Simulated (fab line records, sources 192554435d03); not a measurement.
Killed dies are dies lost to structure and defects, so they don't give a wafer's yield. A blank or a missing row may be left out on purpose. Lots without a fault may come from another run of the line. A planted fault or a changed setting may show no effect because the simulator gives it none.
Split-lot experiment | flow n5_finfet | 7 lots, 21 wafers read, on a route of 1938 steps

THE SPLIT
At N5_BEOL_M9_VIA_ETCH_34 (etches SiCOH lowk in C4F6/O2, target depth 182.4 nm, time 68.4 s), the setting source_w was moved away from the recipe's 345 W on 6 of the 21 wafers read, by -12.5% to +10.9%. The other wafers ran this setting at the recipe's value.

The reading is taken at the split's own step.

THE READING
rf_vpp_V, in V, at N5_BEOL_M9_VIA_ETCH_34 (etches SiCOH lowk in C4F6/O2, target depth 182.4 nm, time 68.4 s). Fault-free wafers of this fab line usually give 666 V, standard deviation 5.7 V.

wafer  | tool, chamber at the split | source_w as run, W | against the recipe | rf_vpp_V, V | against lot-mates on the recipe
L076.3 | rie_diel-01, 1             | 345                | recipe             | 660         | -
L076.5 | rie_diel-01, 1             | 345                | recipe             | 659         | -
L076.6 | rie_diel-01, 3             | 322.2              | -6.6%              | 692         | +32
L077.1 | rie_diel-01, 3             | 301.9              | -12.5%             | 714         | +38
L077.3 | rie_diel-01, 0             | 301.9              | -12.5%             | 720         | +44
L077.4 | rie_diel-01, 2             | 345                | recipe             | 676         | -
L079.2 | rie_diel-05, 0             | 345                | recipe             | 661         | -
L079.4 | rie_diel-05, 2             | 345                | recipe             | 674         | -
L079.6 | rie_diel-05, 0             | 345                | recipe             | 660         | -
L080.3 | rie_diel-02, 0             | 345                | recipe             | 661         | -
L080.4 | rie_diel-02, 1             | 345                | recipe             | 667         | -
L080.6 | rie_diel-02, 3             | 345                | recipe             | 667         | -
L083.3 | rie_diel-02, 2             | 345                | recipe             | 665         | -
L083.4 | rie_diel-02, 3             | 345                | recipe             | 667         | -
L083.5 | rie_diel-02, 1             | 345                | recipe             | 666         | -
L092.1 | rie_diel-01, 0             | 345                | recipe             | 672         | -
L092.4 | rie_diel-01, 3             | 381.2              | +10.5%             | 634         | -38
L092.5 | rie_diel-01, 1             | 381.2              | +10.5%             | 625         | -47
L097.4 | rie_diel-02, 0             | 345                | recipe             | 658         | -
L097.5 | rie_diel-02, 1             | 382.7              | +10.9%             | 632         | -30
L097.6 | rie_diel-02, 3             | 345                | recipe             | 666         | -

THE FIT
A straight line over all 21 wafers: rf_vpp_V changes by -3.72 V for each +1% of source_w; r = -0.97; the points scatter about the line by 5.6 V.
The same after taking each lot's own level away (the mean of its wafers on the recipe; 21 wafers): -3.54 V for each +1%; r = -0.97; scatter 5 V.
On that fit, the largest move of source_w shifts the reading by 44 V.
The lots' own levels span 659.5 to 676.0 V, that is 2.9 times the standard deviation above.
So the lot-to-lot level changes the slope little: the two slopes agree.
Check: with one of the wafers moved furthest among these (-12.5%) left out of the fit, the line predicts +46.5 V for it against its lot-mates. It came out at +38 V against them.
Tool readings at the split's step, against how far the setting was moved: rf_vpp_V r = -0.97.

OTHER SPLITS ON THESE WAFERS
These wafers also went through other splits before the reading. Each is held against what the fit with the lots' levels taken away leaves over:
other split on the same wafers   | wafers away from the commonest value | r with rf_vpp_V (lot level and that fit taken away)
N5_BEOL_M7_TRENCH_ETCH_37 time_s | 6                                    | +0.18
N5_BEOL_M9_PECVD_70 time_s       | 4                                    | -0.06
N5_BEOL_M9_ETCH_66 time_s        | 7                                    | -0.39

THE FILE'S OWN FIT
rf_vpp_V changes by -3.5 V for each +1% of source_w, r = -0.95.
